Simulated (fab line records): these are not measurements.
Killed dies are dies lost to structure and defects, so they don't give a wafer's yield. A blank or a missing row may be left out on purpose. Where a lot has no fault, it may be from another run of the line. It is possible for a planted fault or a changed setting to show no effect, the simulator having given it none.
Chamber matching | flow n5Finfet | 4 sister chambers for N5_BEOL_M0_SAQP_ETCH_83 on rieDiel-02
The step etches SiARC in CF4, target depth 39 nm, time 65 s. 4 wafers are shown with their chamber, then 11 later ones without.

## WAFERS, EACH WITH ITS CHAMBER
wafer  | chamber | showerheadPlenumPTorr (Torr)
L089.2 | 1       | 2.21
L089.4 | 2       | 2.11
L089.5 | 0       | 2.13
L092.1 | 3       | 2.05

## WAFERS WHOSE CHAMBER IS MISSING
wafer  | showerheadPlenumPTorr (Torr)
L092.2 | 2.11
L092.3 | 2.21
L095.3 | 2.11
L095.4 | 2.05
L095.5 | 2.21
L096.2 | 2.05
L096.3 | 2.11
L096.5 | 2.12
L097.2 | 2.21
L097.4 | 2.12
L097.6 | 2.05

## EACH ONE'S CHAMBER
wafer  | from the rows above     | in truth
L092.2 | 2                       | 2
L092.3 | 1                       | 1
L095.3 | 2                       | 2
L095.4 | 3                       | 3
L095.5 | 1                       | 1
L096.2 | 3                       | 3
L096.3 | 2                       | 2
L096.5 | can't be placed: 0 or 2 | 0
L097.2 | 1                       | 1
L097.4 | can't be placed: 0 or 2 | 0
L097.6 | 3                       | 3
Placed correctly: 9 of 11. Cannot be placed on the basis of these rows: 2; the candidates contain the true chamber in 2. 0 placed wrongly.
How it was worked out, from the rows above alone: a wafer's distance from a chamber is the root of the sum, over the readings, of the square of ((its reading less the chamber's mean) divided by the reading's scatter). If the next closest chamber is less than 2 further off than the closest, the wafer can't be placed; otherwise it belongs to the closest. For every chamber, the mean is computed from those of its wafers that are shown. The scatter: root of mean squared gap, hidden wafer to nearest shown wafer, with one shown wafer a chamber.
